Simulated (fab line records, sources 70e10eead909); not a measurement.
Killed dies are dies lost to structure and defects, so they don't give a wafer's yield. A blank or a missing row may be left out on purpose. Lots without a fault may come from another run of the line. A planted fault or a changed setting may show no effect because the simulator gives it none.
A struck lot beside a sound one | flow nand_harc | 15 steps out of a route of 1302
Sound: wafers L986.1, L986.4, L986.6. Struck: wafers L998.1, L998.2, L998.5. The cause comes at the end.
At each step with rows: each side's tool, then ch and its chambers, then its first start. Under that, the readings that differ: sound wafers | struck wafers | difference of the means | sigmas: that difference in standard deviations of wafers without a fault.
alike: readings whose means differ by less than 2 such deviations, and words and numbers that are the same on both sides. not compared: withheld readings, readings that some wafer has no value for, bounds like >300 that may hide the same value, and numbers for which the record gives no deviation and whose values overlap.
The two part at a step that has a row with sigmas, a row that says differs or no value, or rows on one side only. Numbers that don't overlap but have no deviation are shown without sigmas and don't part them. A reading that every wafer of one side lacks parts them only if that side has two wafers or more.

NHARC_P_GATE_CD_MEAS_46: target cd 720 nm.
  sound on cd_sem-01 ch 0, day 6 16:45; struck on cd_sem-01 ch 0, day 11 10:49
  alike: cd_nm
then, 1 step without rows for these wafers: NHARC_P_GATE_HARDBAKE_47 (time 80 s).
NHARC_P_GATE_DESCUM_48: chemistry O2, time 3 s.
  sound on rie_diel-03 ch 2,3, day 6 16:55; struck on rie_diel-05 ch 1,2, day 11 10:58
  alike: drypump_motor_current_A, oes_product_au, rf_vpp_V, showerhead_plenum_p_Torr, throttle_valve_pct
  not compared: rf_hours_counter_h
then, 1 step without rows for these wafers: NHARC_P_GATE_IMPLANT_49.
NHARC_P_GATE_STRIP_111: strips in N2/H2, time 250 s.
  sound on plasma_asher-01 ch 0,1, day 6 17:21; struck on plasma_asher-01 ch 0,1, day 11 11:26
  alike: drypump_motor_current_A, heater_power_w
  not compared: rf_hours_counter_h
NHARC_P_GATE_STRIP_75: strips in O2.
  sound on plasma_asher-01 ch 0,1, day 6 17:37; struck on plasma_asher-01 ch 0,1, day 11 11:44
  alike: drypump_motor_current_A, heater_power_w
  not compared: rf_hours_counter_h
then, 6 steps without rows for these wafers: NHARC_P_GATE_STRIP_50 (strips in SPM, time 900 s); NHARC_P_GATE_DEHYDRATE_51 (time 120 s); NHARC_P_GATE_HMDS_52 (time 30 s); NHARC_P_GATE_COAT_53; NHARC_P_GATE_SOFTBAKE_54 (time 95 s); NHARC_P_GATE_EBR_55.
NHARC_P_GATE_EXPOSE_56: exposes mask P PSD, target cd 720 nm.
  sound on krf_scanner-04 ch 0, day 6 18:14; struck on krf_scanner-01 ch 0, day 11 12:30
  reading                        | sound             | struck               | difference | sigmas
  model.P_GATE.overlay_x_nm (nm) | 5.578 5.578 5.578 | -78.03 -78.03 -78.03 | -83.61     |
  alike: mask
then, 1 step without rows for these wafers: NHARC_P_GATE_PEB_57 (peb time 85 s).
-- the record jumps here: 19 days lie between the struck wafers' starts before and after (it left off in module P_GATE and takes up again in module END, whose first step shown is number 1302 of the route) --
NHARC_END_SORT_01:
  the record has rows for the struck wafers here (prober-01 ch 0, day 30 15:38) and none for the sound ones

WHERE THEY PART
Only at NHARC_END_SORT_01, within this record.

WHY: what the simulator had put in
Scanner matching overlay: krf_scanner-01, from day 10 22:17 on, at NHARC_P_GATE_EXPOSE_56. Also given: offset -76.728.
